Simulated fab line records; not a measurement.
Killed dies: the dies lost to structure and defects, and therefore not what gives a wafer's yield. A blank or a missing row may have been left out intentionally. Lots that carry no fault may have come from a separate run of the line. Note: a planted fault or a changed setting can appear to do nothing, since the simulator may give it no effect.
Split-lot experiment	flow n5Finfet	route with 1938 steps; 7 lots, 21 wafers read

## THE SPLIT
At N5_HKMG_FIN_COAT_43 (resist thk 90 nm), the setting spinRpm was moved away from the recipe's 1500 rpm on 4 of the 21 wafers read, by -10.4% to +8.0%. For the rest of the wafers, this setting stayed at what the recipe calls for.

## FROM THE SPLIT TO THE READING: what the file shows between them, 4 steps
- N5_HKMG_FIN_EBR_45
- N5_HKMG_FIN_SOFTBAKE_44: time 60 s
- N5_HKMG_FIN_EXPOSE_46: exposes mask NDIPOLE
- N5_HKMG_FIN_PEB_47: peb time 60 s

## THE READING
CAR-ArF_of_HKMG_FIN_COAT_43.thkNm (the simulator's own value, which no gauge read), in nm, at N5_HKMG_FIN_DEVELOP_48 (develop time 30 s). No usual value for it is given in the file. Across the 17 wafers here that went through the recipe, the average is 88.3 nm and the standard deviation 0.24 nm.

wafer	tool, chamber at the split	spinRpm as run, rpm	against the recipe	CAR-ArF_of_HKMG_FIN_COAT_43.thkNm, nm	against lot-mates on the recipe
L075.1	lithoTrack-04, 0	1500	recipe	88.4	-
L075.3	lithoTrack-04, 0	1500	recipe	88	-
L075.6	lithoTrack-04, 0	1500	recipe	88.2	-
L079.2	lithoTrack-02, 0	1500	recipe	88.8	-
L079.3	lithoTrack-02, 0	1500	recipe	88.6	-
L079.5	lithoTrack-02, 0	1500	recipe	88.4	-
L082.1	lithoTrack-02, 0	1500	recipe	88.4	-
L082.2	lithoTrack-02, 0	1500	recipe	88	-
L082.5	lithoTrack-02, 0	1500	recipe	88.2	-
L083.2	lithoTrack-04, 0	1500	recipe	88.6	-
L083.3	lithoTrack-04, 0	1500	recipe	88.2	-
L083.4	lithoTrack-04, 0	1344	-10.4%	93.4	+5.0
L086.2	lithoTrack-04, 0	1500	recipe	88.2	-
L086.5	lithoTrack-04, 0	1500	recipe	88.2	-
L086.6	lithoTrack-04, 0	1601	+6.7%	85.2	-3.0
L092.2	lithoTrack-02, 0	1500	recipe	88.6	-
L092.5	lithoTrack-02, 0	1591	+6.1%	86	-2.5
L092.6	lithoTrack-02, 0	1500	recipe	88.4	-
L097.2	lithoTrack-05, 0	1500	recipe	88.6	-
L097.4	lithoTrack-05, 0	1500	recipe	88	-
L097.5	lithoTrack-05, 0	1620	+8.0%	85.2	-3.1

FIT RESULTS
A straight line over all 21 wafers: CAR-ArF_of_HKMG_FIN_COAT_43.thkNm changes by -0.447 nm for each +1% of spinRpm; r = -0.99; the points scatter about the line by 0.27 nm.
The same after taking each lot's own level away (the mean of its wafers on the recipe; 21 wafers): -0.443 nm for each +1%; r = -0.99; scatter 0.21 nm.
That fit puts the effect of the largest move of spinRpm on the reading at 4.6 nm.
Measured against the standard deviation above, the lots' own levels, which go from 88.20 to 88.60 nm, span 1.7 times it.
The two slopes agree, so the slope changes little with the lot-to-lot level.
Check: with one of the wafers moved furthest among these (-10.4%) left out of the fit, the line predicts +4.28 nm for it against its lot-mates. Against them it came out at +5 nm.

## THE WHOLE CHAIN: every reading that the file lists as answering this split, in the file's order
step	what it does	reading	change (the file's fit)	r (the file's)
N5_HKMG_FIN_COAT_43	resist thk 90 nm	CAR-ArF_of_HKMG_FIN_COAT_43.thkNm (the simulator's own value, which no gauge read)	-0.45 nm for each +1% of the setting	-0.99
N5_HKMG_FIN_DEVELOP_48	develop time 30 s	CAR-ArF_of_HKMG_FIN_COAT_43.thkNm (the simulator's own value, which no gauge read)	-0.441 nm for each +1% of the setting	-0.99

## THE FILE'S OWN FIT
CAR-ArF_of_HKMG_FIN_COAT_43.thkNm changes by -0.441 nm for each +1% of spinRpm, r = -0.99.
